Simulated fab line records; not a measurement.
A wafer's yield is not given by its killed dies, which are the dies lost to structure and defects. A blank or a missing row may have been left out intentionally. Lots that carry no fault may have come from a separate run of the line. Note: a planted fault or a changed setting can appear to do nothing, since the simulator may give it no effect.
Matching of chambers / flow n5 finfet / rie diel-03 running N5_BEOL_M7_STRIP_36: 4 sister chambers
The step strips in N2/H2. 4 wafers are shown with their chamber, then 8 later ones without.

== WAFERS PAIRED WITH THEIR CHAMBERS ==
wafer=L081.5; chamber=2; throttle valve pct (%)=24.15
wafer=L084.5; chamber=3; throttle valve pct (%)=23.34
wafer=L084.6; chamber=1; throttle valve pct (%)=23.55
wafer=L087.1; chamber=0; throttle valve pct (%)=24.09

== WAFERS WHOSE CHAMBER IS MISSING ==
wafer=L087.2; throttle valve pct (%)=23.39
wafer=L087.5; throttle valve pct (%)=24.10
wafer=L093.3; throttle valve pct (%)=23.39
wafer=L093.4; throttle valve pct (%)=23.38
wafer=L093.6; throttle valve pct (%)=23.74
wafer=L095.3; throttle valve pct (%)=23.77
wafer=L095.5; throttle valve pct (%)=23.73
wafer=L095.6; throttle valve pct (%)=23.40

== CHAMBER TAKEN BY EACH ==
wafer=L087.2; from the rows above=can't be placed: 3 or 1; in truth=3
wafer=L087.5; from the rows above=can't be placed: 0 or 2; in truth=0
wafer=L093.3; from the rows above=can't be placed: 3 or 1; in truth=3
wafer=L093.4; from the rows above=can't be placed: 3 or 1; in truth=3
wafer=L093.6; from the rows above=can't be placed: 1 or 0 or 3 or 2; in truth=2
wafer=L095.3; from the rows above=can't be placed: 1 or 0 or 2 or 3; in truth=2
wafer=L095.5; from the rows above=can't be placed: 1 or 0 or 3 or 2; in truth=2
wafer=L095.6; from the rows above=can't be placed: 3 or 1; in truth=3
Correct placement for 0 of the 8. From these rows, 8 cannot be placed; in 8 the true chamber is one of the candidates. Placed wrongly: 0.
How it was worked out, from the rows above alone: a wafer's distance from a chamber is the root of the sum, over the readings, of the square of ((its reading less the chamber's mean) divided by the reading's scatter). If the next closest chamber is less than 2 further off than the closest, the wafer can't be placed; otherwise it belongs to the closest. For every chamber, the mean is computed from those of its wafers that are shown. The scatter: with one shown wafer a chamber, the root of the mean of the squares of how far each hidden wafer lies from its nearest shown one.
